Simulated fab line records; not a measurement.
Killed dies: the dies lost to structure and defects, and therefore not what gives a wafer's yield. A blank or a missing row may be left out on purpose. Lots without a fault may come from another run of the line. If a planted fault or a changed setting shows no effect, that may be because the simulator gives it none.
8D (eight disciplines) problem report, filled in by code    flow n5 finfet    the parts of the form that need people (team, actions taken, sign-off) are left out

1. WHAT IS WRONG
At N5_PASSIVATION_PROBE_49, killed at contacts averages 320 over 4 wafers from 2 lots, while fault-free wafers read 13, standard deviation 6. Measured from the usual mean, that is +51 standard deviations.
First observed at day 16 08:05: wafer L332.1, on prober-01. Wafers with a number at this step in the record: 26, from 9 lots. The rule behind "out" and "out of limits": a value lying over 4 standard deviations away from the usual mean. The other wafers with a number count as sound.

2. WHAT IT IS AND WHAT IT IS NOT
question                     is                              is not
which readings at this step  killed at contacts              killed_at_M0_to_M3, killed_at_M4_up, killed at front end, killed at other, killed open, killed short, sort_bin_8_speed
which lots                   L332, L334                      L318, L325, L327, L328, L329, L333, L340
which wafers of those lots   L332.1, L332.2, L334.1, L334.6  L332.4, L334.5
read on which tools          prober-01                       prober-02
when                         from day 16 08:05               up to then (17 sound wafers); but 5 sound wafers of L332, L334, L340 came after

3. SUSPECTS, AND WHAT RULES EACH OUT
Counting: any tool at a process step up to the reading remains a suspect provided it ran every lot that is out. Sound lots after the first of them don't rule it out here, since some wafers of a struck lot are sound.
- rie diel-03 at N5_MOL_CONTACT_COAG_VIA_ETCH_117 (etches SiO2 in C4F6/O2, target depth 40 nm, overetch 8 nm, time 26 s): kept. Ran every lot that is out, first one L332 (day 8 17:32); last sound lot up to then L329 (day 7 22:37).
- pvd sputter-03 at N5_PASSIVATION_SPUTTER_20 (material TaN, target thk 50 nm): kept. Ran every lot that is out, first one L332 (day 16 00:56); last sound lot up to then L329 (day 15 00:52).
- prober-01 at N5_PASSIVATION_PROBE_49: kept. Ran every lot that is out, first one L332 (day 16 08:05); last sound lot up to then L329 (day 15 09:01). Out on those wafers are its own readings of killed at contacts.
- Within rie diel-03 at N5_MOL_CONTACT_COAG_VIA_ETCH_117: the wafers that are out ran in chambers 1, 2; their sound lot-mates ran in chambers 0, 3.
The count leaves rie diel-03 at N5_MOL_CONTACT_COAG_VIA_ETCH_117, pvd sputter-03 at N5_PASSIVATION_SPUTTER_20, and prober-01 at N5_PASSIVATION_PROBE_49.

4. THE CAUSE (what the simulator had put in)
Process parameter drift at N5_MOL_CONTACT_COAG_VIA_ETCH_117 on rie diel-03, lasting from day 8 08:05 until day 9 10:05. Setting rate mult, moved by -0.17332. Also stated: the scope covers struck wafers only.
After counting, 3 suspects remain, this tool included.

5. SEQUENCE OF EFFECTS, ordered by route
One row per reading whose mean, taken over the struck wafers that have a number, lies over 3 standard deviations from the usual. Only readings whose record carries a usual standard deviation are examined. hours: median over the lots of the time between each lot's start at the first step of this table that gives one and its start at this step. sigmas: the change, counted in usual standard deviations.
hours  step                     reading               usual   on struck wafers  change  sigmas
0      N5_PASSIVATION_PROBE_49  defect limited yield  91.2 %  64.9              -26.3   -16
0      N5_PASSIVATION_PROBE_49  killed at contacts    13      320               +306    +51
0      N5_PASSIVATION_PROBE_49  killed dies           104     414               +310    +17
0      N5_PASSIVATION_PROBE_49  killed on rim         14      60                +46     +10
0      N5_PASSIVATION_PROBE_49  sort_bin_5_function   5.1 %   31.1              +26.0   +24
0      N5_PASSIVATION_PROBE_49  sort n pass           1076    766               -310    -17
0      N5_PASSIVATION_PROBE_49  sort yield pct        91.2 %  64.9              -26.3   -16
Its process steps:
- N5_PASSIVATION_PROBE_49

6. HOW IT WOULD HAVE BEEN CAUGHT EARLIER
First out-of-limits reading in this record: day 16 08:05, which is 192 hours after fault onset at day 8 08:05.
An alarm limit of 4 standard deviations would not have fired on the tool readings at N5_MOL_CONTACT_COAG_VIA_ETCH_117 for which the record gives a usual standard deviation, since none of them was out on any struck wafer.
By day 16 08:05, every lot that is out (2) had started N5_MOL_CONTACT_COAG_VIA_ETCH_117 on rie diel-03. None of them would have been spared by holding the tool at that moment.
